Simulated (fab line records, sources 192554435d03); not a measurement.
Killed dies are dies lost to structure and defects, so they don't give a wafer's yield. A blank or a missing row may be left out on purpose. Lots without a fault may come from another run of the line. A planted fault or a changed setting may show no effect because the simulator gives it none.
Tool commonality check | flow n5_finfet | 9 lots, 27 wafers sampled

WHY IT WAS OPENED
At N5_BEOL_M4_RC_MEAS_101 the reading REXT_P is flagged on 2 of 9 lots. Wafers without a fault read 100.4 ohm.um, standard deviation 2.1.
Rule: a lot is flagged when every wafer of it that has a number lies more than 4 standard deviations from that mean, or none has a number. The other lots count as sound.

lot  | measured     | on        | REXT_P (ohm.um), wafer by wafer | flag
L715 | day 9 00:37  | prober-01 | 102.3 103.1 102.5               |
L720 | day 9 12:13  | prober-01 | 99.8 100.8 100.9                |
L726 | day 11 04:51 | prober-01 | 299.1 287.5 289.4               | FLAGGED
L727 | day 11 22:08 | prober-02 | 289.5 293.2 288.9               | FLAGGED
L728 | day 11 22:31 | prober-01 | 102.6 101.8 102.6               |
L729 | day 12 00:12 | prober-02 | 97.9 97.1 96.8                  |
L731 | day 12 09:55 | prober-02 | 102.3 102.5 101.9               |
L733 | day 13 02:19 | prober-01 | 99.9 100.9 99.0                 |
L735 | day 13 22:43 | prober-02 | 102.7 101.4 103.9               |
The numbers of the flagged lots are 291.3 ohm.um on average: +190.9 ohm.um against the usual, or +91 standard deviations.

WHICH TOOL RAN EACH LOT
The record holds 3 process steps before the reading, out of a route of 1938 steps. In each cell: the tool, then ch and the chambers that the sampled wafers went through, then the start.
lot  | flag    | N5_SD_EPI_N_ETCH_16               | N5_SD_EPI_N_VAPOR_ETCH_50      | N5_SD_EPI_P_VAPOR_ETCH_44
L715 |         | rie_diel-03 ch 1,2, day 3 21:01   | epi_rpcvd-01 ch 0, day 3 22:04 | epi_rpcvd-03 ch 0, day 4 03:22
L720 |         | rie_diel-06 ch 1,2, day 5 01:25   | epi_rpcvd-03 ch 0, day 5 02:29 | epi_rpcvd-02 ch 0, day 5 07:10
L726 | FLAGGED | rie_diel-06 ch 1,3, day 6 14:42   | epi_rpcvd-04 ch 0, day 6 15:37 | epi_rpcvd-03, day 6 19:47
L727 | FLAGGED | rie_diel-05 ch 0,1,2, day 6 19:40 | epi_rpcvd-01 ch 0, day 6 20:42 | epi_rpcvd-03, day 7 01:26
L728 |         | rie_diel-05 ch 0,1,2, day 7 01:26 | epi_rpcvd-01 ch 0, day 7 02:28 | epi_rpcvd-02 ch 0, day 7 07:26
L729 |         | rie_diel-06 ch 0,1,3, day 7 06:29 | epi_rpcvd-03 ch 0, day 7 07:22 | epi_rpcvd-03 ch 0, day 7 13:11
L731 |         | rie_diel-03 ch 0,1,3, day 7 19:08 | epi_rpcvd-03 ch 0, day 7 20:03 | epi_rpcvd-03 ch 0, day 8 00:17
L733 |         | rie_diel-06 ch 1,3, day 8 07:56   | epi_rpcvd-03 ch 0, day 8 08:49 | epi_rpcvd-03 ch 0, day 8 13:16
L735 |         | rie_diel-05 ch 0,2, day 8 18:52   | epi_rpcvd-03 ch 0, day 8 19:44 | epi_rpcvd-03 ch 0, day 9 01:08
What these steps do:
- N5_SD_EPI_N_ETCH_16: etches SiO2 in CHF3/O2, target depth 5 nm.
- N5_SD_EPI_N_VAPOR_ETCH_50: etches Si in HCl, time 54 s.
- N5_SD_EPI_P_VAPOR_ETCH_44: etches SiGe30 in NF3/Ar, time 3.3 s.
- N5_BEOL_M4_RC_MEAS_101

FLAGGED OVER TOTAL, TOOL BY TOOL (the gauges that took the reading come last)
step                      | tool         | lots run | flagged | share of the flagged lots | sound lots run after its first flagged lot
N5_SD_EPI_N_ETCH_16       | rie_diel-03  | 2        | 0       | none                      | -
N5_SD_EPI_N_ETCH_16       | rie_diel-05  | 3        | 1       | some                      | 2 (L728,L735)
N5_SD_EPI_N_ETCH_16       | rie_diel-06  | 4        | 1       | some                      | 2 (L729,L733)
N5_SD_EPI_N_VAPOR_ETCH_50 | epi_rpcvd-01 | 3        | 1       | some                      | 1 (L728)
N5_SD_EPI_N_VAPOR_ETCH_50 | epi_rpcvd-03 | 5        | 0       | none                      | -
N5_SD_EPI_N_VAPOR_ETCH_50 | epi_rpcvd-04 | 1        | 1       | some                      | 0
N5_SD_EPI_P_VAPOR_ETCH_44 | epi_rpcvd-02 | 2        | 0       | none                      | -
N5_SD_EPI_P_VAPOR_ETCH_44 | epi_rpcvd-03 | 7        | 2       | all                       | 4 (L729,L731,L733,L735)
N5_BEOL_M4_RC_MEAS_101    | prober-01    | 5        | 1       | some                      | 2 (L728,L733)
N5_BEOL_M4_RC_MEAS_101    | prober-02    | 4        | 1       | some                      | 3 (L729,L731,L735)

WHAT THE TABLE ALLOWS
1 row of the table ran every flagged lot: epi_rpcvd-03 at N5_SD_EPI_P_VAPOR_ETCH_44.
- epi_rpcvd-03 at N5_SD_EPI_P_VAPOR_ETCH_44: 2 of its 7 lots flagged. Sound lots ran on it after the first flagged one (L729, L731, L733, L735), which a lasting fault on the whole tool wouldn't allow. On the flagged lots its readings are blank where sound lots have values: susceptor_temp_C.
No row of the table ran every flagged lot and no sound lot after the first.

WHAT THE SIMULATOR HAD PUT IN
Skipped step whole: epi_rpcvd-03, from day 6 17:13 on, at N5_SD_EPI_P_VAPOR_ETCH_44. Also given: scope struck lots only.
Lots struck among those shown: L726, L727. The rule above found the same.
